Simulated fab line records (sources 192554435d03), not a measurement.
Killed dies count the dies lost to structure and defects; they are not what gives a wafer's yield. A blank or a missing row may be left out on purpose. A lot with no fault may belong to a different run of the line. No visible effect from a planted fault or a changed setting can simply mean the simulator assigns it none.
fab line records	flow n5_finfet	part 1 of 2: steps 1 to 21 of 28
record: lots: 5	wafers: 15	last_day: 17
route steps=1938 shown BEOL_M5@1126
lots that met no fault: from a run of the same line without faults
start_h: hours from the record's first day to the start of the lot's first wafer shown	wait_h: time in hours since the lot's previous step	" unchanged from the row above	L1.1+2: one row covering several wafers at once	- either no value or no given start	* or withheld: withheld	< > ~ a bound
route shown NAME@n: a module of which the file shows steps, and the number in the route of the first	usual: the fault-free wafers' mean and standard deviation	same: alike in all rows	chamber/n: place in a boat	sites: each site's reading	_std_site: the values' standard deviation	_edge_site: mean of outer sites minus mean of inner sites	radius_mm: for every site, how far away it sits from the centre of the wafer	mask NAME#n: copy n	behind: tool/chamber where the wafer was last shaped	hold: cause of the lot's hold/its duration in hours/its outcome	device: whichever transistor did not switch (one of n, p or np)	end of line: at the end of the route, the tests of the same wafers	a step without rows: its recipe alone	killed: dies that structure and defects cost at the first sort, which is not the same as the wafer's yield	map: dies across one wafer; x = killed, . = not, _ = none there
set.NAME: the setting as run; set.NAME@STEP: as run at that earlier step	model.NAME: the simulator's own value behind a step, which no gauge read
lots at selected steps of the route; one table per step, one row per wafer
services: when a tool's chamber went out of use (start_h, in hours from the record's first day, below 0 if earlier), for how many hours, and the reason
== steps ==
step: N5_BEOL_M5_CD_MEAS_11
recipe: target_cd_nm: 27.74	landing_energy_ev: 500	detector: se_inlens
usual: cd_nm: 27.97/0.25
lot.wafer	tool	chamber	start_h	wait_h	cd_nm
L075.1	cd_sem-02	0	179.03	-	27.65
L075.3	"	0	"	"	28.16
L075.4	"	0	"	"	27.96
L079.2	cd_sem-02	0	205.98	-	27.46
L079.5	"	0	"	"	27.70
L079.6	"	0	"	"	28.08
L085.1	cd_sem-03	0	250.36	-	27.71
L085.5	"	0	"	"	27.75
L085.6	"	0	"	"	27.68
L096.1	cd_sem-01	0	304.03	-	27.66
L096.3	"	0	"	"	28.24
L096.6	"	0	"	"	28.42
L097.1	cd_sem-01	0	313.51	-	27.80
L097.2	"	0	"	"	27.85
L097.4	"	0	"	"	28.08
step: N5_BEOL_M5_OVL_MEAS_12
recipe: points_per_wafer: 522
usual: M5_OVL: -0.2/0.75
lot.wafer	tool	chamber	start_h	wait_h	M5_OVL[nm]
L075.1	overlay-02	0	179.06	0.0	-0.2
L075.3	"	0	"	"	0.4
L075.4	"	0	"	"	0.0
L079.2	overlay-02	0	206.01	0.0	-0.9
L079.5	"	0	"	"	-0.2
L079.6	"	0	"	"	-0.9
L085.1	overlay-01	0	250.39	0.0	-0.1
L085.5	"	0	"	"	-0.6
L085.6	"	0	"	"	-0.3
L096.1	overlay-02	0	304.06	0.0	-0.7
L096.3	"	0	"	"	-0.1
L096.6	"	0	"	"	0.1
L097.1	overlay-01	0	313.54	0.0	-0.5
L097.2	"	0	"	"	-0.2
L097.4	"	0	"	"	0.0
step: N5_BEOL_M5_INSPECT_13
recipe: mode: adi	inspect_instrument: brightfield
usual: raw_defect_count: 443/110
lot.wafer	tool	chamber	start_h	wait_h	raw_defect_count
L075.1	defect_inspect-01	-	179.12	0.1	519
L075.3	"	-	"	"	433
L075.4	"	-	"	"	512
L079.2	defect_inspect-01	-	206.07	0.0	261
L079.5	"	-	"	"	330
L079.6	"	-	"	"	339
L085.1	defect_inspect-01	-	250.45	0.1	254
L085.5	"	-	"	"	407
L085.6	"	-	"	"	256
L096.1	defect_inspect-01	-	304.12	0.1	380
L096.3	"	-	"	"	345
L096.6	"	-	"	"	331
L097.1	defect_inspect-02	-	313.60	0.1	314
L097.2	"	-	"	"	409
L097.4	"	-	"	"	372
step: N5_BEOL_M5_DESCUM_16
recipe: chemistry: O2	time_s: 7	source_power_w: 50	bias_power_w: 20	pressure_mtorr: 20	rf_frequency_hz: 2.712e+07	temp_c: 40	resist: CAR-EUV	o2_flow_sccm: 225
usual: drypump_motor_current_A: 5.8/0.5	oes_product_au: 0.81/0.08	rf_vpp_V: 243.3/1.4	showerhead_plenum_p_Torr: 2.10/0.086	throttle_valve_pct: 20.51/0.22
lot.wafer	tool	chamber	start_h	wait_h	drypump_motor_current_A	oes_product_au	rf_hours_counter_h	rf_vpp_V	showerhead_plenum_p_Torr	throttle_valve_pct
L075.1	rie_diel-05	0	180.28	1.2	6.8	0.84	97	245.9	2.20	20.25
L075.3	"	2	"	"	5.1	0.87	40	242.3	2.05	20.57
L075.4	"	0	"	"	6.8	0.84	-	243.9	2.20	20.25
L079.2	rie_diel-06	3	206.24	0.2	5.9	0.83	90	241.3	2.01	20.38
L079.5	"	2	"	"	5.4	0.70	-	240.7	1.96	20.61
L079.6	"	3	"	"	5.9	0.83	-	241.9	2.01	20.38
L085.1	rie_diel-05	2	250.49	0.0	5.0	0.84	64	241.7	2.04	20.62
L085.5	"	1	"	"	5.4	0.75	-	240.7	1.98	20.29
L085.6	"	2	"	"	5.1	0.83	-	241.1	2.04	20.61
L096.1	rie_diel-06	2	305.72	1.6	5.5	0.89	22	244.8	2.21	20.21
L096.3	"	3	"	"	5.9	0.79	125	241.1	2.00	20.43
L096.6	"	3	"	"	5.9	0.79	-	241.3	2.00	20.43
L097.1	rie_diel-03	3	313.66	0.1	5.6	0.71	218	243.0	2.06	20.49
L097.2	"	0	"	"	5.9	0.77	132	243.7	2.13	20.74
L097.4	"	0	"	"	5.9	0.78	-	243.2	2.13	20.76
step: N5_BEOL_M5_ETCH_72
recipe: chemistry: N2/H2	target: underlayer	target_depth_a: 65	mask_material: CAR-EUV	time_s: 5.2	ion_energy_ev: 200	pressure_mtorr: 30	source_w: 840	bias_w: 150	n2_flow_sccm: 200	h2_flow_sccm: 200	ends: cleared
usual: drypump_motor_current_A: 5.8/0.5	etch_rf_on_time_s: 5.20/0.15	oes_product_au: 0.69/0.069	rf_vpp_V: 524.1/2.9	showerhead_plenum_p_Torr: 2.56/0.1	throttle_valve_pct: 17.99/0.27
lot.wafer	tool	chamber	start_h	wait_h	drypump_motor_current_A	etch_rf_on_time_s	oes_product_au	rf_hours_counter_h	rf_vpp_V	showerhead_plenum_p_Torr	throttle_valve_pct
L075.1	rie_diel-05	0	180.31	0.0	6.8	5.22	0.70	97	526.5	2.67	17.64
L075.3	"	2	"	"	5.0	5.02	0.76	40	521.6	2.50	18.12
L075.4	"	0	"	"	6.8	5.21	0.70	-	528.8	2.67	17.66
L079.2	rie_diel-06	3	206.28	0.0	5.9	5.39	0.69	90	521.2	2.47	17.92
L079.5	"	2	"	"	5.5	5.00	0.61	-	518.0	2.39	18.08
L079.6	"	3	"	"	5.9	5.38	0.69	-	521.6	2.47	17.91
L085.1	rie_diel-05	2	250.52	0.0	5.1	5.01	0.73	64	523.8	2.49	18.16
L085.5	"	1	"	"	5.4	5.23	0.64	-	520.1	2.42	17.75
L085.6	"	2	"	"	5.1	5.04	0.73	-	524.4	2.49	18.17
L096.1	rie_diel-06	2	305.76	0.0	5.4	4.89	0.78	22	526.3	2.69	17.65
L096.3	"	3	"	"	5.9	5.45	0.66	125	521.1	2.46	17.97
L096.6	"	3	"	"	5.9	5.49	0.66	-	521.5	2.46	17.98
L097.1	rie_diel-03	3	313.70	0.0	5.6	5.28	0.59	218	522.4	2.51	17.96
L097.2	"	0	"	"	5.9	5.17	0.65	132	525.1	2.56	18.00
L097.4	"	0	"	"	5.9	5.21	0.66	-	525.3	2.56	17.99
step: N5_BEOL_M5_ETCH_61
recipe: chemistry: CF4	target: SiARC	target_depth_a: 156	mask_material: CAR-EUV	time_s: 26	ion_energy_ev: 80	pressure_mtorr: 40	source_w: 545	bias_w: 36	Ar_flow_sccm: 100	cf4_flow_sccm: 100	ends: cleared
usual: drypump_motor_current_A: 5.8/0.5	etch_rf_on_time_s: 26.1/0.67	oes_product_au: 0.69/0.068	rf_vpp_V: 184.2/1.3	showerhead_plenum_p_Torr: 2.15/0.081	throttle_valve_pct: 15.70/0.19
lot.wafer	tool	chamber	start_h	wait_h	drypump_motor_current_A	etch_rf_on_time_s	oes_product_au	rf_hours_counter_h	rf_vpp_V	showerhead_plenum_p_Torr	throttle_valve_pct
L075.1	rie_diel-05	0	180.33	0.0	6.8	26.4	0.70	97	186.7	2.25	15.46
L075.3	"	2	"	"	5.0	24.9	0.76	40	183.4	2.10	15.67
L075.4	"	0	"	"	6.8	26.1	0.71	-	185.2	2.25	15.47
L079.2	rie_diel-06	3	206.29	0.0	5.9	27.5	0.69	90	184.5	2.08	15.68
L079.5	"	2	"	"	5.4	25.8	0.60	-	182.0	2.03	15.87
L079.6	"	3	"	"	5.9	27.5	0.70	-	183.9	2.08	15.67
L085.1	rie_diel-05	2	250.54	0.0	5.1	25.3	0.73	64	183.2	2.09	15.70
L085.5	"	1	"	"	5.4	26.1	0.64	-	183.0	2.04	15.58
L085.6	"	2	"	"	5.0	25.3	0.73	-	184.8	2.09	15.71
L096.1	rie_diel-06	2	305.78	0.0	5.4	24.9	0.78	22	185.1	2.27	15.41
L096.3	"	3	"	"	5.9	27.4	0.66	125	183.4	2.07	15.76
L096.6	"	3	"	"	5.9	27.4	0.66	-	182.8	2.07	15.75
L097.1	rie_diel-03	3	313.72	0.0	5.6	26.3	0.59	218	184.0	2.13	15.87
L097.2	"	0	"	"	5.9	26.1	0.66	132	183.3	2.15	15.72
L097.4	"	0	"	"	5.9	26.2	0.66	-	184.0	2.15	15.73
step: N5_BEOL_M5_ETCH_62
recipe: chemistry: N2/H2	target: SOC	target_depth_a: 750	overetch_a: 150	mask_material: SiARC	temp_c: 40	time_s: 112.5	ion_energy_ev: 200	pressure_mtorr: 30	source_w: 840	bias_w: 150	n2_flow_sccm: 200	h2_flow_sccm: 200
usual: drypump_motor_current_A: 5.8/0.5	oes_product_au: 0.64/0.058	rf_vpp_V: 524.3/2.9	showerhead_plenum_p_Torr: 2.56/0.1	throttle_valve_pct: 17.95/0.27
lot.wafer	tool	chamber	start_h	wait_h	drypump_motor_current_A	oes_product_au	rf_hours_counter_h	rf_vpp_V	showerhead_plenum_p_Torr	throttle_valve_pct
L075.1	rie_diel-05	0	180.36	0.0	6.8	0.65	97	528.7	2.67	17.61
L075.3	"	2	"	"	5.1	0.69	40	521.8	2.50	18.07
L075.4	"	0	"	"	6.8	0.65	-	527.4	2.67	17.60
L079.2	rie_diel-06	3	206.32	0.0	5.9	0.65	90	522.0	2.48	17.88
L079.5	"	2	"	"	5.5	0.56	-	519.7	2.39	18.05
L079.6	"	3	"	"	5.9	0.67	-	521.8	2.48	17.88
L085.1	rie_diel-05	2	250.57	0.0	5.0	0.67	64	521.8	2.49	18.10
L085.5	"	1	"	"	5.4	0.60	-	520.8	2.42	17.73
L085.6	"	2	"	"	5.0	0.67	-	520.7	2.49	18.12
L096.1	rie_diel-06	2	305.80	0.0	5.5	0.70	22	527.6	2.69	17.60
L096.3	"	3	"	"	5.9	0.63	125	521.2	2.46	17.94
L096.6	"	3	"	"	5.9	0.63	-	521.0	2.46	17.94
L097.1	rie_diel-03	3	313.74	0.0	5.6	0.56	218	524.7	2.51	17.91
L097.2	"	0	"	"	5.9	0.61	132	523.3	2.56	17.98
L097.4	"	0	"	"	5.9	0.61	-	524.3	2.56	17.96
step: N5_BEOL_M5_STRIP_63
recipe: chemistry: N2/H2	temp_c: 40	n2_flow_sccm: 200	h2_flow_sccm: 200	rf_frequency_hz: 6e+07
lot.wafer	tool	chamber	start_h	wait_h
L075.1+3+4	rie_diel-05	0,2,0	180.46	0.1
L079.2+5+6	rie_diel-06	3,2,3	206.43	0.1
L085.1+5+6	rie_diel-05	2,1,2	250.67	0.1
L096.1+3+6	rie_diel-06	2,3,3	305.91	0.1
L097.1+2+4	rie_diel-03	3,0,0	313.85	0.1
step: N5_BEOL_M5_STRIP_73
recipe: chemistry: N2/H2	temp_c: 40	n2_flow_sccm: 200	h2_flow_sccm: 200	rf_frequency_hz: 6e+07
lot.wafer	tool	chamber	start_h	wait_h
L075.1+3+4	rie_diel-05	0,2,0	180.47	0.0
L079.2+5+6	rie_diel-06	3,2,3	206.44	0.0
L085.1+5+6	rie_diel-05	2,1,2	250.68	0.0
L096.1+3+6	rie_diel-06	2,3,3	305.92	0.0
L097.1+2+4	rie_diel-03	3,0,0	313.86	0.0
step: N5_BEOL_M5_STRIP_64
recipe: chemistry: CF4	resist: SiARC	power_w: 300	bias_power_w: 75	pressure_mtorr: 50	cf4_flow_sccm: 150	rf_frequency_hz: 6e+07
usual: drypump_motor_current_A: 5.8/0.5	oes_product_au: 0.80/0.072	rf_vpp_V: 271.2/1.6	showerhead_plenum_p_Torr: 1.80/0.067	throttle_valve_pct: 13.66/0.2
lot.wafer	tool	chamber	start_h	wait_h	drypump_motor_current_A	oes_product_au	rf_hours_counter_h	rf_vpp_V	showerhead_plenum_p_Torr	throttle_valve_pct
L075.1	rie_diel-05	0	180.48	0.0	6.8	0.81	97	271.6	1.88	13.41
L075.3	"	2	"	"	5.1	0.87	40	269.5	1.75	13.57
L075.4	"	0	"	"	6.8	0.82	-	273.9	1.88	13.40
L079.2	rie_diel-06	3	206.45	0.0	5.9	0.83	90	269.7	1.74	13.60
L079.5	"	2	"	"	5.5	0.70	-	268.1	1.69	13.88
L079.6	"	3	"	"	5.9	0.82	-	271.1	1.74	13.61
L085.1	rie_diel-05	2	250.69	0.0	5.0	0.83	64	271.4	1.75	13.62
L085.5	"	1	"	"	5.4	0.75	-	269.0	1.71	13.56
L085.6	"	2	"	"	5.0	0.83	-	270.3	1.75	13.64
L096.1	rie_diel-06	2	305.93	0.0	5.4	0.88	22	273.1	1.90	13.32
L096.3	"	3	"	"	5.9	0.79	125	268.3	1.73	13.69
L096.6	"	3	"	"	5.9	0.79	-	269.5	1.73	13.69
L097.1	rie_diel-03	3	313.87	0.0	5.7	0.70	218	271.3	1.79	13.88
L097.2	"	0	"	"	5.9	0.76	132	273.1	1.80	13.67
L097.4	"	0	"	"	5.9	0.77	-	270.8	1.80	13.68
step: N5_BEOL_M5_HM_OPEN_17
recipe: chemistry: Cl2/BCl3	target_depth_a: 200	overetch_a: 60	target: TiN	mask_material: SOC	ion_energy_ev: 150	pressure_mtorr: 10	icp_w: 1000	bias_w: 126	Cl2_flow_sccm: 53.25	bcl3_flow_sccm: 21.75	Ar_flow_sccm: 25
usual: drypump_motor_current_A: 5.6/0.41	oes_product_au: 0.60/0.045	throttle_valve_pct: 22.1/0.41
lot.wafer	tool	chamber	start_h	wait_h	drypump_motor_current_A	oes_product_au	rf_hours_counter_h	throttle_valve_pct
L075.1	rie_metal-02	0	180.53	0.0	5.1	0.58	82	21.9
L075.3	"	0	"	"	5.1	0.59	-	21.9
L075.4	"	1	"	"	6.5	0.58	-	21.8
L079.2	rie_metal-03	0	206.49	0.0	5.7	0.53	119	22.4
L079.5	"	1	"	"	4.9	0.69	-	22.0
L079.6	"	0	"	"	5.7	0.53	-	22.4
L085.1	rie_metal-03	0	250.73	0.0	5.8	0.52	122	22.4
L085.5	"	1	"	"	4.9	0.68	-	22.1
L085.6	"	0	"	"	5.7	0.52	-	22.4
L096.1	rie_metal-02	1	305.97	0.0	6.5	0.55	110	21.8
L096.3	"	0	"	"	5.1	0.56	-	21.9
L096.6	"	0	"	"	5.1	0.56	-	21.9
L097.1	rie_metal-01	0	313.91	0.0	5.7	0.57	90	22.7
L097.2	"	1	"	"	5.6	0.61	58	21.7
L097.4	"	0	"	"	5.7	0.56	-	22.8
step: N5_BEOL_M5_STRIP_19
recipe: chemistry: O2	power_w: 400	temp_c: 40	pressure_mtorr: 30	rf_frequency_hz: 6e+07	bias_power_w: 0	overash_fraction: 0.2	o2_flow_sccm: 225
usual: drypump_motor_current_A: 5.8/0.49	oes_product_au: 0.79/0.08	rf_vpp_V: 3.6/0.48	showerhead_plenum_p_Torr: 2.11/0.081	throttle_valve_pct: 16.76/0.2
lot.wafer	tool	chamber	start_h	wait_h	drypump_motor_current_A	oes_product_au	rf_hours_counter_h	rf_vpp_V	showerhead_plenum_p_Torr	throttle_valve_pct
L075.1	rie_diel-05	0	180.76	0.2	6.8	0.85	98	3.6	2.21	16.50
L075.3	"	2	"	"	5.1	0.88	41	3.5	2.05	16.75
L075.4	"	0	"	"	6.8	0.85	-	4.0	2.21	16.51
L079.2	rie_diel-03	0	206.60	0.1	5.9	0.81	98	3.9	2.14	16.85
L079.5	"	3	"	"	5.6	0.73	-	3.2	2.07	16.73
L079.6	"	0	"	"	5.9	0.81	-	3.5	2.14	16.85
L085.1	rie_diel-03	1	251.06	0.3	6.1	0.72	185	3.5	2.09	16.79
L085.5	"	1	"	"	6.1	0.73	-	3.5	2.09	16.78
L085.6	"	2	"	"	6.1	0.70	-	3.6	2.16	17.04
L096.1	rie_diel-06	1	306.45	0.5	6.3	0.73	200	3.3	2.17	17.12
L096.3	"	3	"	"	5.9	0.79	125	3.5	2.01	16.72
L096.6	"	0	"	"	5.8	0.91	-	3.1	2.13	16.77
L097.1	rie_diel-06	1	314.14	0.2	6.3	0.72	204	3.8	2.17	17.13
L097.2	"	3	"	"	5.9	0.78	129	2.9	2.00	16.73
L097.4	"	2	"	"	5.4	0.89	25	3.5	2.22	16.44
step: N5_BEOL_M5_CD_MEAS_18
recipe: pitch_nm: 56	target_cd_nm: 28
usual: cd_nm: 27.9/0.36
lot.wafer	tool	chamber	start_h	wait_h	cd_nm
L075.1	cd_sem-01	-	180.83	0.0	27.8
L075.3	"	-	"	"	28.0
L075.4	"	-	"	"	28.2
L079.2	cd_sem-01	-	206.67	0.1	27.4
L079.5	"	-	"	"	27.5
L079.6	"	-	"	"	27.2
L085.1	cd_sem-01	-	251.13	0.0	28.3
L085.5	"	-	"	"	28.0
L085.6	"	-	"	"	28.0
L096.1	cd_sem-03	-	306.52	0.0	28.3
L096.3	"	-	"	"	28.0
L096.6	"	-	"	"	27.8
L097.1	cd_sem-02	-	314.21	0.0	27.4
L097.2	"	-	"	"	28.3
L097.4	"	-	"	"	27.7
step: N5_BEOL_M5_COAT_65
recipe: resist: SOC	temp_c: 250	time_s: 60	spin_rpm: 1500	resist_thk_nm: 60
usual: dispense_pressure_kPa: 49.8/2.6
lot.wafer	tool	chamber	start_h	wait_h	dispense_pressure_kPa
L075.1	litho_track-04	0	182.11	1.3	50.7
L075.3	"	0	"	"	50.6
L075.4	"	0	"	"	50.7
L079.2	litho_track-04	0	206.71	0.0	50.6
L079.5	"	0	"	"	50.6
L079.6	"	0	"	"	50.6
L085.1	litho_track-03	0	252.64	1.5	47.8
L085.5	"	0	"	"	47.8
L085.6	"	0	"	"	47.8
L096.1	litho_track-04	0	308.85	2.3	50.6
L096.3	"	0	"	"	50.6
L096.6	"	0	"	"	50.6
L097.1	litho_track-03	0	316.42	2.2	47.8
L097.2	"	0	"	"	47.8
L097.4	"	0	"	"	47.8
step: N5_BEOL_M5_COAT_66
recipe: resist: SiARC	temp_c: 220	time_s: 60	spin_rpm: 1500	resist_thk_nm: 12
usual: dispense_pressure_kPa: 49.9/2.6
lot.wafer	tool	chamber	start_h	wait_h	dispense_pressure_kPa
L075.1	litho_track-04	0	-	-	50.6
L075.3	"	0	"	"	50.6
L075.4	"	0	"	"	50.7
L079.2	litho_track-04	0	-	-	50.6
L079.5	"	0	"	"	50.6
L079.6	"	0	"	"	50.6
L085.1	litho_track-03	0	-	-	47.9
L085.5	"	0	"	"	47.9
L085.6	"	0	"	"	47.9
L096.1	litho_track-04	0	-	-	50.7
L096.3	"	0	"	"	50.7
L096.6	"	0	"	"	50.7
L097.1	litho_track-03	0	-	-	47.8
L097.2	"	0	"	"	47.8
L097.4	"	0	"	"	47.8
step: N5_BEOL_M5_COAT_74
recipe: resist: underlayer	temp_c: 205	time_s: 60	spin_rpm: 1500	resist_thk_nm: 5
usual: dispense_pressure_kPa: 49.8/2.5
lot.wafer	tool	chamber	start_h	wait_h	dispense_pressure_kPa
L075.1	litho_track-04	0	-	-	50.7
L075.3	"	0	"	"	50.6
L075.4	"	0	"	"	50.6
L079.2	litho_track-04	0	-	-	50.7
L079.5	"	0	"	"	50.7
L079.6	"	0	"	"	50.7
L085.1	litho_track-03	0	-	-	47.9
L085.5	"	0	"	"	47.9
L085.6	"	0	"	"	47.9
L096.1	litho_track-04	0	-	-	50.6
L096.3	"	0	"	"	50.6
L096.6	"	0	"	"	50.6
L097.1	litho_track-03	0	-	-	47.8
L097.2	"	0	"	"	47.8
L097.4	"	0	"	"	47.8
step: N5_BEOL_M5_COAT_22
recipe: resist: CAR-EUV	spin_rpm: 1500	resist_thk_nm: 30
usual: dispense_pressure_kPa: 49.8/2.6
lot.wafer	tool	chamber	start_h	wait_h	dispense_pressure_kPa
L075.1	litho_track-04	0	-	-	50.6
L075.3	"	0	"	"	50.6
L075.4	"	0	"	"	50.6
L079.2	litho_track-04	0	-	-	50.6
L079.5	"	0	"	"	50.6
L079.6	"	0	"	"	50.6
L085.1	litho_track-03	0	-	-	47.8
L085.5	"	0	"	"	47.8
L085.6	"	0	"	"	47.8
L096.1	litho_track-04	0	-	-	50.6
L096.3	"	0	"	"	50.5
L096.6	"	0	"	"	50.6
L097.1	litho_track-03	0	-	-	47.8
L097.2	"	0	"	"	47.8
L097.4	"	0	"	"	47.8
step: N5_BEOL_M5_EBR_24
recipe: solvent: PGMEA	ebr_width_mm: 1.5
same: ebr_width_mm: 1.5
lot.wafer	tool	chamber	start_h	wait_h
L075.1+3+4	litho_track-04	0	-	-
L079.2+5+6	litho_track-04	0	-	-
L085.1+5+6	litho_track-03	0	-	-
L096.1+3+6	litho_track-04	0	-	-
L097.1+2+4	litho_track-03	0	-	-
step: N5_BEOL_M5_SOFTBAKE_23
recipe: temp_c: 110	time_s: 60	resist: CAR-EUV
lot.wafer	tool	chamber	start_h	wait_h
L075.1+3+4	litho_track-04	0	-	-
L079.2+5+6	litho_track-04	0	-	-
L085.1+5+6	litho_track-03	0	-	-
L096.1+3+6	litho_track-04	0	-	-
L097.1+2+4	litho_track-03	0	-	-
step: N5_BEOL_M5_EXPOSE_25
recipe: mask_id: V4	na: 0.33	source_shape: quasar	sigma_inner: 0.2	sigma_outer: 0.6	polarization: unpolarized	defocus_nm: 10	dose_mj: 52.75
lot.wafer	tool	chamber	start_h	wait_h	mask
L075.1+3+4	euv_scanner-02	0	182.54	-	V4#0
L079.2+5+6	euv_scanner-01	0	206.86	-	V4#0
L085.1+5+6	euv_scanner-01	0	252.98	-	V4#0
L096.1+3+6	euv_scanner-01	0	308.99	-	V4#0
L097.1+2+4	euv_scanner-01	0	316.55	-	V4#0
step: N5_BEOL_M5_PEB_26
recipe: peb_temp_c: 100	peb_time_s: 60	resist: CAR-EUV
lot.wafer	tool	chamber	start_h	wait_h
L075.1+3+4	litho_track-04	0	182.62	0.1
L079.2+5+6	litho_track-02	0	206.93	0.1
L085.1+5+6	litho_track-04	0	253.06	0.1
L096.1+3+6	litho_track-03	0	309.06	0.1
L097.1+2+4	litho_track-04	0	316.63	0.1
